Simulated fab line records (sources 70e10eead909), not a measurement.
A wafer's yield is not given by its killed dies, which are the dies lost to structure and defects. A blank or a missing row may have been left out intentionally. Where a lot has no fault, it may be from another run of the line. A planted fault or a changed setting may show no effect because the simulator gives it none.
Matching of chambers + flow nand harc + 3 sister chambers for NHARC_A_M0_PRE_CLEAN_31 on pecvd-01
The step time 12 s. 16 wafers are shown with their chamber, then 8 later ones without.

WAFERS, EACH WITH ITS CHAMBER
| wafer  | chamber | heater power w (W) | susceptor temp C (C) |
|--------|---------|--------------------|----------------------|
| L078.2 | 1       | 743                | 369.92               |
| L078.4 | 0       | 721                | 369.71               |
| L078.5 | 1       | 732                | 370.19               |
| L080.1 | 2       | 522                | 370.12               |
| L080.4 | 1       | 735                | 370.17               |
| L080.5 | 0       | 780                | 370.24               |
| L091.2 | 0       | 785                | 370.17               |
| L091.3 | 0       | 790                | 369.50               |
| L091.5 | 2       | 524                | 370.17               |
| L092.3 | 2       | 586                | 370.11               |
| L092.5 | 0       | 848                | 369.83               |
| L092.6 | 2       | 583                | 369.98               |
| L093.1 | 0       | 776                | 369.59               |
| L093.5 | 0       | 783                | 369.68               |
| L093.6 | 2       | 593                | 370.00               |
| L094.2 | 0       | 818                | 370.18               |

SIGNATURES, as means of the wafers listed above
| reading          | chamber 0 | chamber 1 | chamber 2 | scatter within a chamber |
|------------------|-----------|-----------|-----------|--------------------------|
| heater power w   | 787.62    | 736.67    | 561.60    | 33.2                     |
| susceptor temp C | 369.8625  | 370.0933  | 370.0760  | 0.228                    |
Rule: distance of a wafer from a chamber = root of the sum over the readings of ((wafer's reading minus chamber's mean) / reading's scatter) squared. If the next closest chamber is less than 2 further off than the closest, the wafer can't be placed; otherwise it belongs to the closest. The scatter: the root of (the sum of the squares of (reading less its chamber's mean) over the shown wafers, divided by (wafers less chambers)).

WAFERS WHOSE CHAMBER IS MISSING
| wafer  | heater power w (W) | susceptor temp C (C) |
|--------|--------------------|----------------------|
| L094.4 | 540                | 370.14               |
| L094.6 | 542                | 370.22               |
| L096.2 | 529                | 370.02               |
| L096.3 | 525                | 370.18               |
| L096.5 | 519                | 370.23               |
| L097.2 | 574                | 369.87               |
| L097.3 | 568                | 369.97               |
| L097.5 | 751                | 369.87               |

EACH ONE'S CHAMBER
| wafer  | from the rows above     | in truth |
|--------|-------------------------|----------|
| L094.4 | 2                       | 2        |
| L094.6 | 2                       | 2        |
| L096.2 | 2                       | 2        |
| L096.3 | 2                       | 2        |
| L096.5 | 2                       | 2        |
| L097.2 | 2                       | 2        |
| L097.3 | 2                       | 2        |
| L097.5 | can't be placed: 1 or 0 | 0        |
Correctly placed: 7 of 8. From these rows, 1 cannot be placed; in 1 the true chamber is one of the candidates. Placed wrongly: 0.
